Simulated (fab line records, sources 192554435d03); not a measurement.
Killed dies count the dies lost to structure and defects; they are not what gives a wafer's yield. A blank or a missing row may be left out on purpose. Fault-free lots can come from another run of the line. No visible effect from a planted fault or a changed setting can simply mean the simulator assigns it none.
Split-lot experiment	flow n5 finfet	on a route of 1938 steps: 7 lots, 21 wafers read

== ABOUT THE SPLIT ==
At N5_FIN_CUT_COAT_18 (time 60 s, resist thk 230 nm), the setting spin rpm was moved away from the recipe's 1500 rpm on 5 of the 21 wafers read, by -10.2% to +10.3%. The other wafers ran this setting at the recipe's value.

== FROM THE SPLIT TO THE READING: what the file shows between them, 9 steps ==
- N5_FIN_CUT_COAT_19: time 60 s, resist thk 20 nm
- N5_FIN_CUT_COAT_29: time 60 s, resist thk 10 nm
- N5_FIN_CUT_ETCH_30: etches underlayer in N2/H2, target depth 13 nm, time 10.4 s
- N5_FIN_CUT_ETCH_20: etches SiARC in CF4, target depth 26 nm, time 43.3 s
- N5_FIN_CUT_ETCH_21: etches SOC in N2/H2, target depth 219 nm, overetch 43.8 nm, time 523.5 s
- N5_FIN_CUT_STRIP_23: strips in N2/H2
- N5_FIN_CUT_STRIP_31: strips in N2/H2
- N5_FIN_CUT_CUT_ETCH_27: etches SiO2 in CHF3/O2, target depth 4 nm, overetch 2 nm, time 4.9 s
- N5_FIN_CUT_PRECLEAN_35: cleans in vHF, time 13.3 s

== THE READING ==
SOC_of_FIN_CUT_COAT_18.thk nm (the simulator's own value, which no gauge read), in nm, at N5_FIN_CUT_CUT_ETCH_15 (etches Si in HBr/Cl2/O2, target depth 100 nm, bt time 10 s, time 42.4 s). There is no usual value for it anywhere in the file. Across the 16 wafers here that went through the recipe, the average is 170.4 nm and the standard deviation 0.99 nm.

wafer	tool, chamber at the split	spin rpm as run, rpm	against the recipe	SOC_of_FIN_CUT_COAT_18.thk nm, nm	against lot-mates on the recipe
L076.1	litho track-03, 0	1500	recipe	171.2	-
L076.3	litho track-03, 0	1500	recipe	169.4	-
L076.5	litho track-03, 0	1500	recipe	170.6	-
L085.3	litho track-03, 0	1500	recipe	170.2	-
L085.4	litho track-03, 0	1500	recipe	170.4	-
L085.6	litho track-03, 0	1500	recipe	169	-
L086.1	litho track-03, 0	1500	recipe	168.4	-
L086.2	litho track-03, 0	1655	+10.3%	157.4	-11.4
L086.3	litho track-03, 0	1500	recipe	169.2	-
L090.3	litho track-04, 0	1500	recipe	171.6	-
L090.4	litho track-04, 0	1646	+9.7%	161	-10.3
L090.5	litho track-04, 0	1500	recipe	171	-
L092.2	litho track-02, 0	1500	recipe	171.4	-
L092.3	litho track-02, 0	1347	-10.2%	184.8	+13.0
L092.6	litho track-02, 0	1500	recipe	172.2	-
L095.4	litho track-03, 0	1500	recipe	171	-
L095.5	litho track-03, 0	1500	recipe	170.6	-
L095.6	litho track-03, 0	1500	recipe	170.2	-
L097.1	litho track-03, 0	1395	-7.0%	180.6	+10.0
L097.4	litho track-03, 0	1395	-7.0%	178.2	+7.6
L097.5	litho track-03, 0	1500	recipe	170.6	-

THE FIT
A straight line over all 21 wafers: SOC_of_FIN_CUT_COAT_18.thk nm changes by -1.23 nm for each +1% of spin rpm; r = -0.98; the points scatter about the line by 1.2 nm.
The same after taking each lot's own level away (the mean of its wafers on the recipe; 21 wafers): -1.17 nm for each +1%; r = -0.99; scatter 0.71 nm.
The reading moves by 12 nm for the largest change in spin rpm, on that fit.
The span of the lots' own levels, 168.80 to 171.80 nm, comes to 3.0 times the standard deviation stated above.
The two slopes agree, so the slope changes little with the lot-to-lot level.
Check: -12.2 nm against its lot-mates is what the line predicts for one of the wafers moved furthest among these (+10.3%) when that wafer is left out of the fit. Against them it came out at -11.4 nm.

== OTHER SPLITS ON THESE WAFERS ==
These wafers also went through other splits before the reading. Each is held against what the fit with the lots' levels taken away leaves over:
other split on the same wafers	wafers away from the commonest value	r with SOC_of_FIN_CUT_COAT_18.thk nm (lot level and that fit taken away)
N5_ZERO_LAYER_DEVELOP_10 develop time s	6	-0.12
N5_PMOS_HMC_CHANNEL_EPI_HM_DEP_34 time s	7	+0.15
N5_PMOS_HMC_CHANNEL_EPI_PEB_07 peb temp c	5	+0.01
N5_FIN_SAQP_FIN_ETCH_36 icp w	7	+0.20

== THE WHOLE CHAIN: every reading that the file lists as answering this split, in the file's order ==
step	what it does	reading	change (the file's fit)	r (the file's)
N5_FIN_CUT_COAT_18	time 60 s, resist thk 230 nm	SOC_of_FIN_CUT_COAT_18.thk nm (the simulator's own value, which no gauge read)	-1.13 nm for each +1% of the setting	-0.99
N5_FIN_CUT_ETCH_21	etches SOC in N2/H2, target depth 219 nm, overetch 43.8 nm, time 523.5 s	etch.depth nm (the simulator's own value, which no gauge read)	-1.14 nm for each +1% of the setting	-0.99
N5_FIN_CUT_CUT_ETCH_15	etches Si in HBr/Cl2/O2, target depth 100 nm, bt time 10 s, time 42.4 s	SOC_of_FIN_CUT_COAT_18.thk nm (the simulator's own value, which no gauge read)	-1.16 nm for each +1% of the setting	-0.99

== FILE'S OWN FIT ==
SOC_of_FIN_CUT_COAT_18.thk nm changes by -1.16 nm for each +1% of spin rpm, r = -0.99.
